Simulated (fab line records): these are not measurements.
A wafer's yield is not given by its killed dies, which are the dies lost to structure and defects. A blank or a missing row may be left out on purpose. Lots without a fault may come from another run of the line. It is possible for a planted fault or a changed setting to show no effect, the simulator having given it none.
Lot-split experiment || flow n5Finfet || 21 wafers read across 7 lots, on a route 1938 steps long

== ON THE SPLIT ==
At N5_BEOL_M7_VIA_ETCH_34 (etches SiCOH lowk in C4F6/O2, target depth 125.5 nm, time 50.5 s), the setting sourceW was moved away from the recipe's 345 W on 8 of the 21 wafers read, by -17.5% to +6.6%. The other wafers ran this setting at the recipe's value.

The reading is taken at the split's own step.

== THE READING ==
rfVppV, in V, at N5_BEOL_M7_VIA_ETCH_34 (etches SiCOH lowk in C4F6/O2, target depth 125.5 nm, time 50.5 s). On this fab line, fault-free wafers typically give 662 V with a standard deviation of 13 V.

{"wafer": "L079.4", "tool, chamber at the split": "rieDiel-06, 2", "sourceW as run, W": 345, "against the recipe": "recipe", "rfVppV, V": 670, "against lot-mates on the recipe": "-"}
{"wafer": "L079.5", "tool, chamber at the split": "rieDiel-06, 3", "sourceW as run, W": 345, "against the recipe": "recipe", "rfVppV, V": 639, "against lot-mates on the recipe": "-"}
{"wafer": "L079.6", "tool, chamber at the split": "rieDiel-06, 0", "sourceW as run, W": 345, "against the recipe": "recipe", "rfVppV, V": 672, "against lot-mates on the recipe": "-"}
{"wafer": "L080.3", "tool, chamber at the split": "rieDiel-03, 3", "sourceW as run, W": 345, "against the recipe": "recipe", "rfVppV, V": 644, "against lot-mates on the recipe": "-"}
{"wafer": "L080.4", "tool, chamber at the split": "rieDiel-03, 2", "sourceW as run, W": 345, "against the recipe": "recipe", "rfVppV, V": 641, "against lot-mates on the recipe": "-"}
{"wafer": "L080.5", "tool, chamber at the split": "rieDiel-03, 3", "sourceW as run, W": 284.6, "against the recipe": "-17.5%", "rfVppV, V": 708, "against lot-mates on the recipe": "+66"}
{"wafer": "L081.1", "tool, chamber at the split": "rieDiel-06, 3", "sourceW as run, W": 345, "against the recipe": "recipe", "rfVppV, V": 641, "against lot-mates on the recipe": "-"}
{"wafer": "L081.2", "tool, chamber at the split": "rieDiel-06, 1", "sourceW as run, W": 362, "against the recipe": "+4.9%", "rfVppV, V": 661, "against lot-mates on the recipe": "+20"}
{"wafer": "L081.4", "tool, chamber at the split": "rieDiel-06, 2", "sourceW as run, W": 362, "against the recipe": "+4.9%", "rfVppV, V": 655, "against lot-mates on the recipe": "+14"}
{"wafer": "L084.2", "tool, chamber at the split": "rieDiel-02, 1", "sourceW as run, W": 361.9, "against the recipe": "+4.9%", "rfVppV, V": 660, "against lot-mates on the recipe": -9}
{"wafer": "L084.3", "tool, chamber at the split": "rieDiel-02, 2", "sourceW as run, W": 345, "against the recipe": "recipe", "rfVppV, V": 665, "against lot-mates on the recipe": "-"}
{"wafer": "L084.5", "tool, chamber at the split": "rieDiel-02, 3", "sourceW as run, W": 345, "against the recipe": "recipe", "rfVppV, V": 673, "against lot-mates on the recipe": "-"}
{"wafer": "L085.2", "tool, chamber at the split": "rieDiel-03, 2", "sourceW as run, W": 367.9, "against the recipe": "+6.6%", "rfVppV, V": 621, "against lot-mates on the recipe": -21}
{"wafer": "L085.5", "tool, chamber at the split": "rieDiel-03, 1", "sourceW as run, W": 367.9, "against the recipe": "+6.6%", "rfVppV, V": 639, "against lot-mates on the recipe": -3}
{"wafer": "L085.6", "tool, chamber at the split": "rieDiel-03, 2", "sourceW as run, W": 345, "against the recipe": "recipe", "rfVppV, V": 642, "against lot-mates on the recipe": "-"}
{"wafer": "L090.1", "tool, chamber at the split": "rieDiel-03, 0", "sourceW as run, W": 345, "against the recipe": "recipe", "rfVppV, V": 661, "against lot-mates on the recipe": "-"}
{"wafer": "L090.2", "tool, chamber at the split": "rieDiel-03, 2", "sourceW as run, W": 345, "against the recipe": "recipe", "rfVppV, V": 642, "against lot-mates on the recipe": "-"}
{"wafer": "L090.5", "tool, chamber at the split": "rieDiel-03, 0", "sourceW as run, W": 314.3, "against the recipe": "-8.9%", "rfVppV, V": 694, "against lot-mates on the recipe": "+42"}
{"wafer": "L092.1", "tool, chamber at the split": "rieDiel-06, 2", "sourceW as run, W": 292.8, "against the recipe": "-15.1%", "rfVppV, V": 729, "against lot-mates on the recipe": "+57"}
{"wafer": "L092.3", "tool, chamber at the split": "rieDiel-06, 0", "sourceW as run, W": 345, "against the recipe": "recipe", "rfVppV, V": 671, "against lot-mates on the recipe": "-"}
{"wafer": "L092.5", "tool, chamber at the split": "rieDiel-06, 0", "sourceW as run, W": 345, "against the recipe": "recipe", "rfVppV, V": 673, "against lot-mates on the recipe": "-"}

FIT RESULTS
A straight line over all 21 wafers: rfVppV changes by -3.36 V for each +1% of sourceW; r = -0.82; the points scatter about the line by 15 V.
The same after taking each lot's own level away (the mean of its wafers on the recipe; 21 wafers): -3.02 V for each +1%; r = -0.83; scatter 13 V.
On that fit, the largest move of sourceW shifts the reading by 53 V.
Measured against the standard deviation above, the lots' own levels, which go from 641.0 to 672.0 V, span 2.4 times it.
In other words, the slope is changed by the lot-to-lot level; the two fits disagree.
Check: for one of the wafers moved furthest among these (-17.5%), held out of the fit, the line's prediction against its lot-mates is +54.1 V. It came out at +65.5 V against them.
Tool readings at the split's step, against how far the setting was moved: rfVppV r = -0.82.

== THE WHOLE CHAIN: every reading that the file lists as answering this split, in the file's order ==
{"step": "N5_BEOL_M7_VIA_ETCH_34", "what it does": "etches SiCOH lowk in C4F6/O2, target depth 125.5 nm, time 50.5 s", "reading": "rfVppV", "change (the file's fit)": "-3.44 V for each +1% of the setting", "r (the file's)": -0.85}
{"step": "N5_BEOL_M7_VIA_ETCH_34", "what it does": "etches SiCOH lowk in C4F6/O2, target depth 125.5 nm, time 50.5 s", "reading": "etch.depthNm (the simulator's own value, which no gauge read)", "change (the file's fit)": "+0.557 nm for each +1% of the setting", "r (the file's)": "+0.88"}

== FILE'S OWN FIT ==
rfVppV changes by -3.44 V for each +1% of sourceW, r = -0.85.
